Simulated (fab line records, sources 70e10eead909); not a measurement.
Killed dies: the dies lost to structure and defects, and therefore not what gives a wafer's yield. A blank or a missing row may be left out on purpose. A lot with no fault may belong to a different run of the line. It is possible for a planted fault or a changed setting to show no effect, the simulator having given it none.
Which of the tools did it? :: flow nand harc :: 18 wafers sampled from 6 lots at 1 step of a route of 1159

## WHAT THE GAUGES READ, wafer by wafer
NHARC_A_STAIRCASE_INSPECT_155.
lot: L935
measured: day 13 23:05
on: defect inspect-01
raw defect count: 227 174 236

lot: L942
measured: day 15 21:29
on: defect inspect-02
raw defect count: 399 401 315

lot: L949
measured: day 17 04:37
on: defect inspect-01
raw defect count: 271 291 339

lot: L954
measured: day 17 23:36
on: defect inspect-02
raw defect count: 309 434 219

lot: L955
measured: day 18 10:44
on: defect inspect-01
raw defect count: 242 204 302

lot: L957
measured: day 19 15:56
on: defect inspect-02
raw defect count: 387 359 407

## WHICH TOOL RAN EACH LOT (tool, then ch and the chambers of the sampled wafers, then the start)
There is no process step in the record ahead of these readings.

## THE ANSWER, worked out from the rows above alone
Rule: usual is defined by the lots themselves. Put in order of their means at a reading, lots are off if they are a third of the lots or fewer, leave a main group of 4 or more, and stand apart from it by a gap of 3 or more times the standard deviation of the main group's means; of several such gaps the widest counts. A main group whose means are all the same, to the digits that the tables above print for the reading, isn't used. A lot without any number at a reading at which 4 lots or more have one is off too. Where the step has rows for the other lots, those lots are counted as sound.
Nothing can be told from this: no lot is off at any reading shown.

## WHAT THE SIMULATOR HAD INSERTED
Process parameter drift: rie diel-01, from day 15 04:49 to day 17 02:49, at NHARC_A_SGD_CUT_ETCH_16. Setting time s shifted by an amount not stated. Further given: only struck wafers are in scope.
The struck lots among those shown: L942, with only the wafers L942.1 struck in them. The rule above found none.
